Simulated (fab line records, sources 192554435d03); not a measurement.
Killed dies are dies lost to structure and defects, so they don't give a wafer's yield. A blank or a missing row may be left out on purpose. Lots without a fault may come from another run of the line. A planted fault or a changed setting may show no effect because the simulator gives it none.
Split-lot experiment | flow n5_finfet | 7 lots, 21 wafers read, on a route of 1938 steps

THE SPLIT
At N5_BEOL_M2_COAT_05 (resist thk 30 nm), the setting spin_rpm was moved away from the recipe's 1500 rpm on 9 of the 21 wafers read, by -10.3% to +6.7%. The other wafers ran this setting at the recipe's value.

FROM THE SPLIT TO THE READING: what the file shows between them, 2 steps
- N5_BEOL_M2_EXPOSE_08: exposes mask M2 (also split here: dose_mj)
- N5_BEOL_M2_PEB_09: peb time 60 s

THE READING
CAR-EUV_of_BEOL_M2_COAT_05.thk_nm (the simulator's own value, which no gauge read), in nm, at N5_BEOL_M2_DEVELOP_10 (develop time 30 s). The file gives no usual value for it. The 12 wafers here that ran the recipe average 29.6 nm, standard deviation 0.13 nm.

wafer  | tool, chamber at the split | spin_rpm as run, rpm | against the recipe | CAR-EUV_of_BEOL_M2_COAT_05.thk_nm, nm | against lot-mates on the recipe
L074.1 | litho_track-04, 0          | 1577                 | +5.1%              | 29                                    | -0.8
L074.2 | litho_track-04, 0          | 1577                 | +5.1%              | 28.8                                  | -1.0
L074.3 | litho_track-04, 0          | 1500                 | recipe             | 29.8                                  | -
L081.1 | litho_track-03, 0          | 1500                 | recipe             | 29.6                                  | -
L081.4 | litho_track-03, 0          | 1500                 | recipe             | 29.6                                  | -
L081.3 | litho_track-03, 0          | 1364                 | -9.1%              | 31                                    | +1.4
L086.3 | litho_track-03, 0          | 1427                 | -4.9%              | 30.2                                  | no lot-mate on the recipe
L086.4 | litho_track-03, 0          | 1427                 | -4.9%              | 30.2                                  | no lot-mate on the recipe
L086.5 | litho_track-03, 0          | 1427                 | -4.9%              | 30.2                                  | no lot-mate on the recipe
L090.1 | litho_track-04, 0          | 1500                 | recipe             | 29.4                                  | -
L090.3 | litho_track-04, 0          | 1500                 | recipe             | 29.4                                  | -
L090.4 | litho_track-04, 0          | 1500                 | recipe             | 29.6                                  | -
L092.3 | litho_track-02, 0          | 1601                 | +6.7%              | 28.6                                  | -0.9
L092.5 | litho_track-02, 0          | 1500                 | recipe             | 29.4                                  | -
L092.6 | litho_track-02, 0          | 1500                 | recipe             | 29.6                                  | -
L095.3 | litho_track-03, 0          | 1500                 | recipe             | 29.6                                  | -
L095.4 | litho_track-03, 0          | 1500                 | recipe             | 29.6                                  | -
L095.6 | litho_track-03, 0          | 1500                 | recipe             | 29.6                                  | -
L096.1 | litho_track-04, 0          | 1345                 | -10.3%             | 31.4                                  | +1.6
L096.3 | litho_track-04, 0          | 1500                 | recipe             | 29.8                                  | -
L096.4 | litho_track-04, 0          | 1345                 | -10.3%             | 31.2                                  | +1.4

THE FIT
A straight line over all 21 wafers: CAR-EUV_of_BEOL_M2_COAT_05.thk_nm changes by -0.152 nm for each +1% of spin_rpm; r = -0.98; the points scatter about the line by 0.13 nm.
The same after taking each lot's own level away (the mean of its wafers on the recipe; 18 wafers): -0.15 nm for each +1%; r = -0.99; scatter 0.092 nm.
On that fit, the largest move of spin_rpm shifts the reading by 1.6 nm.
The lots' own levels span 29.47 to 29.80 nm, that is 2.6 times the standard deviation above.
So the lot-to-lot level changes the slope little: the two slopes agree.
Check: with one of the wafers moved furthest among these (-10.3%) left out of the fit, the line predicts +1.51 nm for it against its lot-mates. It came out at +1.6 nm against them.

OTHER SPLITS ON THESE WAFERS
These wafers also went through other splits before the reading. Each is held against what the fit with the lots' levels taken away leaves over:
other split on the same wafers               | wafers away from the commonest value | r with CAR-EUV_of_BEOL_M2_COAT_05.thk_nm (lot level and that fit taken away)
N5_GATE_CUT_COAT_35 spin_rpm                 | 5                                    | +0.17
N5_MOL_CONTACT_COAG_SPUTTER_143 target_thk_a | 9                                    | +0.16
N5_MOL_CONTACT_COAG_ALD_27 time_s            | 8                                    | -0.39
N5_BEOL_M0_SAQP_MANDREL_ETCH_20 icp_w        | 10                                   | +0.06
N5_BEOL_M0_SAQP_COAT_105 spin_rpm            | 4                                    | +0.37
N5_BEOL_M1_EXPOSE_08 dose_mj                 | 5                                    | +0.15
N5_BEOL_M1_ETCH_64 source_w                  | 8                                    | -0.01
N5_BEOL_M2_ILD_DEP_00 time_s                 | 7                                    | -0.11
N5_BEOL_M2_EXPOSE_08 dose_mj                 | 5                                    | -0.35

THE WHOLE CHAIN: every reading that the file lists as answering this split, in the file's order
step                  | what it does      | reading                                                                            | change (the file's fit)               | r (the file's)
N5_BEOL_M2_COAT_05    | resist thk 30 nm  | CAR-EUV_of_BEOL_M2_COAT_05.thk_nm (the simulator's own value, which no gauge read) | -0.156 nm for each +1% of the setting | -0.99
N5_BEOL_M2_DEVELOP_10 | develop time 30 s | CAR-EUV_of_BEOL_M2_COAT_05.thk_nm (the simulator's own value, which no gauge read) | -0.149 nm for each +1% of the setting | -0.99

THE FILE'S OWN FIT
CAR-EUV_of_BEOL_M2_COAT_05.thk_nm changes by -0.149 nm for each +1% of spin_rpm, r = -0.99.
